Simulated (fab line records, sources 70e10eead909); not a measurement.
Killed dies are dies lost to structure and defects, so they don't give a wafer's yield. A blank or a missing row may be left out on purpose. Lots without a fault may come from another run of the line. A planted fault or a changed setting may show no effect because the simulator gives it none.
fab line records | flow nand_harc
record lots=13 wafers=39 last_day=34
route steps=1302 shown P_BONDPAD@378 A_BONDPAD@1228 THIN_TSV@1262 END@1302
lots that met no fault: from a run of the same line without faults
start_h: hours from the record's first day to the start of the lot's first wafer shown | wait_h: hours since the lot's step before | " the same as in the row above | L1.1+2: a row that stands for several wafers | - no value, or no start given | * or withheld: withheld | < > ~ a bound
route shown NAME@n: a module of which the file shows steps, and the number in the route of the first | usual: mean/standard deviation of fault-free wafers | same: alike in all rows | chamber/n: place in a boat | sites: the reading at each site | _std_site: their standard deviation | _edge_site: outer sites' mean less inner sites' | radius_mm: how far each site lies from the wafer's centre | mask NAME#n: copy n | behind: the tool/chamber that last shaped the wafer | hold: why the lot was held/for how many hours/how that ended | device: the transistor (n, p or np) that didn't switch | end of line: the same wafers' tests at the end of the route | a step without rows: its recipe alone | killed: dies lost to structure and defects at the first sort, not the wafer's yield | map: a wafer's dies, x killed, . not, _ none there
set.NAME: the setting as run; set.NAME@STEP: as run at that earlier step | model.NAME: the simulator's own value behind a step, which no gauge read
steps of the route over a sample of lots; a table a step, a row a wafer
services: from which hour (start_h, from the record's first day; less than 0 if before it) a tool's chamber was out of use, for how many hours, and why
## steps
# step NHARC_P_BONDPAD_ECD_18
# recipe target_thk_a=4000 bath_temp_c=25 material=Cu
# columns lot.wafer tool chamber start_h wait_h
L582.2+4+5 ecd_cu-01 1,1,0 144.89 -
L584.1+2+3 ecd_cu-02 1,0,1 157.95 -
L585.1+4+5 ecd_cu-02 1 175.89 -
L587.1+2+4 ecd_cu-01 1,0,1 188.22 -
L588.2+1+6 ecd_cu-02 1,0,1 198.22 -
L589.1+4+3 ecd_cu-02 1,1,0 206.35 -
L591.3+6+5 ecd_cu-01 1,0,1 221.61 -
L592.2+5+6 ecd_cu-01 1,1,0 235.23 -
L594.1+3+6 ecd_cu-01 1 265.22 -
L596.1+4+3 ecd_cu-01 1,1,0 282.31 -
L600.1+2+4 ecd_cu-02 0,1,0 324.61 -
L604.2+1+5 ecd_cu-01 1,0,0 356.64 -
L605.2+4+6 ecd_cu-01 1 361.56 -
# step NHARC_A_BONDPAD_PVD_27
# recipe target_thk_a=300 chamber_pressure_pa=5 power_w=5000 substrate_temp_c=30 time_s=20.49 material=Cu
# usual cathode_dc_power_W=5000.0/0.93 throttle_valve_pct=30.1/0.93
# columns lot.wafer tool chamber start_h wait_h cathode_dc_power_W throttle_valve_pct
L582.2 pvd_sputter-01 - - - 4999.0 29.1
L582.4 " - " " 5001.9 30.3
L582.5 " - " " 4999.6 30.6
L584.2 pvd_sputter-03 - - - 5000.1 29.7
L584.3 " - " " 5000.6 30.2
L584.1 " - " " 5000.2 30.8
L585.1 pvd_sputter-03 - - - 4999.4 30.7
L585.4 " - " " 5000.5 29.8
L585.5 " - " " 4998.9 28.9
L587.2 pvd_sputter-03 - - - 4999.3 29.0
L587.4 " - " " 4999.8 30.6
L587.1 " - " " 5001.1 29.8
L588.1 pvd_sputter-03 - - - 5001.0 29.6
L588.2 " - " " 4999.7 30.3
L588.6 " - " " 5000.2 30.4
L589.4 pvd_sputter-01 - - - 5000.3 30.0
L589.3 " - " " 4999.9 31.3
L589.1 " - " " 4999.3 30.6
L591.3 pvd_sputter-02 - - - 4999.1 30.7
L591.6 " - " " 4998.6 30.5
L591.5 " - " " 5000.7 29.2
L592.2 pvd_sputter-03 - - - 5000.3 30.8
L592.5 " - " " 5001.0 30.6
L592.6 " - " " 5000.8 29.7
L594.3 pvd_sputter-03 - - - 4999.9 30.5
L594.1 " - " " 4999.8 29.5
L594.6 " - " " 5000.7 29.9
L596.3 pvd_sputter-02 - - - 4999.6 28.1
L596.1 " - " " 5001.2 30.6
L596.4 " - " " 5000.2 30.6
L600.4 pvd_sputter-01 - - - 5000.1 31.2
L600.2 " - " " 5000.6 30.4
L600.1 " - " " 5001.4 31.4
L604.1 pvd_sputter-02 - - - 5000.2 28.2
L604.2 " - " " 5001.5 30.6
L604.5 " - " " 5000.5 29.6
L605.4 pvd_sputter-03 - - - 4999.5 29.8
L605.2 " - " " 5000.6 31.2
L605.6 " - " " 4999.8 30.0
# step NHARC_THIN_TSV_ETCH_44
# recipe target_depth_a=15942 time_s=797.1 cf4_flow_sccm=150 o2_flow_sccm=10 ar_flow_sccm=0 rf_w=300 bias_w=800 chemistry=CF4/O2
# usual cf4_flow_sccm=150.0/0.44 drypump_motor_current_A=5.7/0.46 oes_product_au=1.000/0.011 rf_vpp_V=794/5.4 showerhead_plenum_p_Torr=1.82/0.084 throttle_valve_pct=16.914/0.0095
# columns lot.wafer tool chamber start_h wait_h cf4_flow_sccm drypump_motor_current_A oes_product_au rf_hours_counter_h rf_vpp_V showerhead_plenum_p_Torr throttle_valve_pct
L582.2 rie_diel-01 2 551.60 0.2 150.2 6.5 0.993 9 793 1.81 16.914
L582.5 " 1 " " 151.0 6.4 1.026 - 798 1.88 16.910
L582.4 " 3 " " 150.4 5.3 1.004 - 799 1.91 16.897
L584.3 rie_diel-01 2 569.44 0.1 149.5 6.7 0.999 0 794 1.81 16.928
L584.2 " 0 " " 150.0 5.7 1.017 0 799 1.91 16.919
L584.1 " 1 " " 150.1 6.4 0.991 0 799 1.88 16.914
L585.1 rie_diel-03 1 574.92 0.1 149.9 5.0 1.006 8 792 1.78 16.916
L585.5 " 1 " " 150.1 5.0 1.012 - 792 1.79 16.904
L585.4 " 2 " " 149.8 5.2 0.975 - 802 1.93 16.921
L587.1 rie_diel-03 3 591.36 0.1 149.9 5.4 1.007 9 799 1.89 16.919
L587.4 " 0 " " 149.6 6.0 1.023 8 798 1.90 16.913
L587.2 " 1 " " 150.2 5.0 1.007 9 791 1.78 16.899
L588.2 rie_diel-01 3 608.84 0.1 150.0 5.3 1.024 1 799 1.91 16.904
L588.1 " 1 " " 150.7 6.4 1.005 2 797 1.88 16.911
L588.6 " 0 " " 149.6 5.7 1.011 - 798 1.91 16.925
L589.3 rie_diel-03 0 624.37 0.1 150.6 5.9 1.017 10 797 1.90 16.917
L589.1 " 1 " " 149.6 5.0 1.005 12 791 1.78 16.902
L589.4 " 2 " " 150.3 5.2 0.993 12 801 1.93 16.934
L591.3 rie_diel-08 2 637.15 0.1 150.1 5.4 0.989 2 794 1.84 16.913
L591.5 " 2 " " 149.9 5.4 0.997 - 794 1.84 16.898
L591.6 " 3 " " 150.4 5.9 1.004 - 787 1.72 16.918
L592.2 rie_diel-08 0 644.92 0.1 150.2 6.0 0.999 4 787 1.72 16.915
L592.5 " 0 " " 150.7 6.0 1.002 - 787 1.72 16.911
L592.6 " 1 " " 149.3 6.1 1.018 - 787 1.71 16.907
L594.1 rie_diel-08 0 669.35 0.1 150.0 6.0 0.992 5 787 1.72 16.925
L594.3 " 2 " " 150.2 5.4 0.995 5 796 1.84 16.930
L594.6 " 3 " " 149.8 5.9 0.990 - 788 1.72 16.914
L596.3 rie_diel-03 2 690.98 0.1 150.4 5.1 0.980 3 801 1.93 16.894
L596.4 " 3 " " 149.5 5.4 1.002 2 798 1.89 16.886
L596.1 " 1 " " 149.9 5.0 0.996 3 791 1.78 16.907
L600.1 rie_diel-03 2 731.74 0.1 150.4 5.1 0.983 6 800 1.93 16.913
L600.2 " 3 " " 149.9 5.4 0.991 5 798 1.89 16.920
L600.4 " 1 " " 149.9 5.0 0.993 6 791 1.78 16.920
L604.1 rie_diel-08 2 764.24 0.1 150.3 5.4 1.003 3 795 1.84 16.911
L604.2 " 0 " " 150.6 6.0 1.007 3 787 1.71 16.900
L604.5 " 2 " " 150.0 5.4 0.992 - 793 1.84 16.916
L605.4 rie_diel-03 0 787.80 0.1 149.9 5.9 1.017 7 799 1.90 16.915
L605.2 " 3 " " 150.5 5.4 0.985 9 797 1.89 16.909
L605.6 " 1 " " 149.7 5.0 0.998 - 791 1.78 16.926
# step NHARC_THIN_TSV_ANNEAL_52
# recipe temp_c=225 time_s=90
# usual wafer_temp_C_max=226.25/0.3
# columns lot.wafer tool chamber start_h wait_h wafer_temp_C_max
L582.2 rtp_anneal-02 0 555.59 0.6 226.19
L582.4 " 0 " " 226.56
L582.5 " 0 " " 226.07
L584.1 rtp_anneal-01 0 573.26 0.5 225.70
L584.2 " 0 " " 226.23
L584.3 " 0 " " 226.24
L585.1 rtp_anneal-02 0 579.01 0.5 226.09
L585.4 " 0 " " 225.83
L585.5 " 0 " " 226.56
L587.1 rtp_anneal-01 0 595.01 0.6 226.08
L587.2 " 0 " " 226.04
L587.4 " 0 " " 226.19
L588.1 rtp_anneal-02 0 612.68 0.5 225.82
L588.2 " 0 " " 226.67
L588.6 " 0 " " 226.81
L589.1 rtp_anneal-02 0 628.11 0.7 226.66
L589.3 " 0 " " 226.40
L589.4 " 0 " " 226.58
L591.3 rtp_anneal-02 0 641.00 0.5 226.71
L591.5 " 0 " " 226.53
L591.6 " 0 " " 226.02
L592.2 rtp_anneal-01 0 648.79 0.7 225.85
L592.5 " 0 " " 226.01
L592.6 " 0 " " 226.18
L594.1 rtp_anneal-01 0 672.99 0.5 226.36
L594.3 " 0 " " 226.48
L594.6 " 0 " " 226.82
L596.1 rtp_anneal-01 0 694.68 0.5 226.08
L596.3 " 0 " " 226.07
L596.4 " 0 " " 225.87
L600.1 rtp_anneal-02 0 735.58 0.6 226.39
L600.2 " 0 " " 226.31
L600.4 " 0 " " 226.65
L604.1 rtp_anneal-01 0 768.24 0.5 226.11
L604.2 " 0 " " 226.09
L604.5 " 0 " " 226.04
L605.2 rtp_anneal-02 0 791.53 0.6 226.07
L605.4 " 0 " " 226.44
L605.6 " 0 " " 226.50
# step NHARC_END_SORT_01
# recipe temp_c=25
# usual defect_limited_yield=90.5/2.4 killed_at_array=59/16 killed_at_other=0.7/1.1 killed_at_periphery=4/3 killed_dies=64/16 killed_open=3.4/1.8 killed_short=2.6/1.7
# same gross_dies=677
# columns lot.wafer tool chamber start_h wait_h defect_limited_yield[%] killed_at_array killed_at_other killed_at_periphery killed_dies killed_open killed_short
L591.6 prober-01 0 656.31 3.9 90.0 66 0 2 68 1 4
L592.6 prober-02 0 663.57 4.0 88.5 70 2 6 78 4 5
L604.1 prober-01 0 777.75 2.5 92.6 46 2 2 50 6 6
L604.2 prober-01 0 778.56 2.8 28.8 36 0 446 482 2 3
L604.5 prober-01 0 780.99 3.7 88.5 72 2 4 78 7 3
L605.2 prober-02 0 803.38 2.8 31.3 33 0 432 465 3 0
L605.4 prober-02 0 804.99 3.4 27.6 39 1 450 490 1 2
L605.6 prober-02 0 806.61 4.0 29.0 40 0 441 481 5 0
# killed by level:class
L591.6 A_CHANNEL_HOLE_D1:chamber_film_flake=36 A_CHANNEL_HOLE_D2:chamber_film_flake=15 A_CONTACT:chamber_film_flake=3 P_M2:chamber_film_flake=2 A_STAIRCASE:chamber_film_flake=2 A_SOURCE_PLATE:geometric_particle:short=1 A_CHANNEL_FILL_D1:geometric_particle:open=1 A_DECK1_JOINT:geometric_particle:short=1
L592.6 A_CHANNEL_HOLE_D1:chamber_film_flake=33 A_SLIT:chamber_film_flake=20 A_CONTACT:chamber_film_flake=6 A_STAIRCASE:chamber_film_flake=4 P_M0:geometric_particle:short=2 A_CHANNEL_HOLE_D2:unspecified=2 THIN_TSV:chamber_film_flake=2 P_STI:geometric_particle:open=1
L604.1 A_CHANNEL_HOLE_D2:chamber_film_flake=14 A_SLIT:chamber_film_flake=10 A_CHANNEL_HOLE_D1:chamber_film_flake=5 A_ONON_D1:geometric_particle:open=2 A_ONON_D2:geometric_particle:short=2 A_M0:geometric_particle:open=2 A_STAIRCASE:chamber_film_flake=2 A_CONTACT:chamber_film_flake=2
L604.2 P_BONDPAD:unspecified=444 A_CHANNEL_HOLE_D2:chamber_film_flake=16 A_SLIT:chamber_film_flake=10 A_CHANNEL_HOLE_D1:chamber_film_flake=3 A_CONTACT:chamber_film_flake=3 P_CONTACT:geometric_particle:open=1 P_M2:geometric_particle:short=1 A_SOURCE_PLATE:geometric_particle:open=1
L604.5 A_SLIT:chamber_film_flake=29 A_CHANNEL_HOLE_D2:chamber_film_flake=19 A_CHANNEL_HOLE_D1:chamber_film_flake=9 A_CONTACT:chamber_film_flake=5 A_WL_FILL:geometric_particle:open=2 A_M0:chamber_film_flake=2 THIN_TSV:chamber_film_flake=2 P_STI:geometric_particle:open=1
L605.2 P_BONDPAD:unspecified=428 A_SLIT:chamber_film_flake=18 A_CHANNEL_HOLE_D1:chamber_film_flake=10 P_M2:chamber_film_flake=2 A_CONTACT:chamber_film_flake=2 P_GATE:geometric_particle:open=1 A_DECK1_JOINT:geometric_particle:open=1 A_SGD_CUT:geometric_particle:open=1
L605.4 P_BONDPAD:unspecified=448 A_SLIT:chamber_film_flake=22 A_CHANNEL_HOLE_D1:chamber_film_flake=7 A_STAIRCASE:chamber_film_flake=6 P_CONTACT:geometric_particle:open=1 A_DECK1_JOINT:geometric_particle:short=1 STARTING-WAFER:geometric_particle:short=1 P_M2:chamber_film_flake=1
L605.6 P_BONDPAD:unspecified=440 A_SLIT:chamber_film_flake=21 A_CHANNEL_HOLE_D1:chamber_film_flake=10 A_M0:geometric_particle:open=2 A_STAIRCASE:chamber_film_flake=2 A_CONTACT:chamber_film_flake=2 P_CONTACT:geometric_particle:open=1 A_DECK1_JOINT:geometric_particle:open=1
## services
# columns tool chamber start_h hours kind
rie_diel-03 2 133.84 2.6 repair
ecd_cu-01 - 160.19 8.0 pm
pvd_sputter-03 - 170.00 10.0 pm
rie_diel-03 3 191.86 1.6 repair
rie_diel-03 1 194.16 2.6 repair
rie_diel-03 - 243.59 0.1 repair
rie_diel-03 - 254.66 0.1 repair
rie_diel-03 3 266.46 11.2 repair
rie_diel-03 - 281.30 9.0 pm
ecd_cu-01 - 301.84 2.0 repair
rie_diel-03 3 304.22 4.9 repair
rie_diel-03 - 306.85 1.1 repair
ecd_cu-01 - 336.19 8.0 pm
pvd_sputter-03 - 348.00 10.0 pm
ecd_cu-01 - 401.69 0.7 repair
ecd_cu-01 - 512.19 8.0 pm
pvd_sputter-03 - 526.00 10.0 pm
pvd_sputter-03 - 585.66 2.0 repair
ecd_cu-01 - 632.33 1.6 repair
pvd_sputter-03 - 673.52 67.3 repair
ecd_cu-01 - 688.19 8.0 pm
ecd_cu-01 - 702.34 0.9 repair
pvd_sputter-03 - 740.84 10.0 pm
rtp_anneal-02 - 744.17 12.0 pm
## key
first_sign step=NHARC_END_SORT_01 reading=killed_at_periphery direction=up sigmas=99+ usual=4 struck=442
effect step=NHARC_END_SORT_01 reading=defect_limited_yield direction=down sigmas=25 usual=90.5 struck=29.2
more_kills_born_at NHARC_P_BONDPAD_ECD_18@ecd_cu-01=1760
met_at NHARC_P_BONDPAD_ECD_18
struck_lots L604,L605
struck_wafers L604.2,L605.2,L605.4,L605.6
not_acting_at NHARC_A_BONDPAD_PVD_27,NHARC_THIN_TSV_ETCH_44,NHARC_THIN_TSV_ANNEAL_52
onset_between 282.31 356.64
fault kind=chamber_particle_source tool=ecd_cu-01 chamber=1 onset_h=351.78 steps=NHARC_P_BONDPAD_ECD_18 rate_per_visit_cm2=1.2284 end_h=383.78
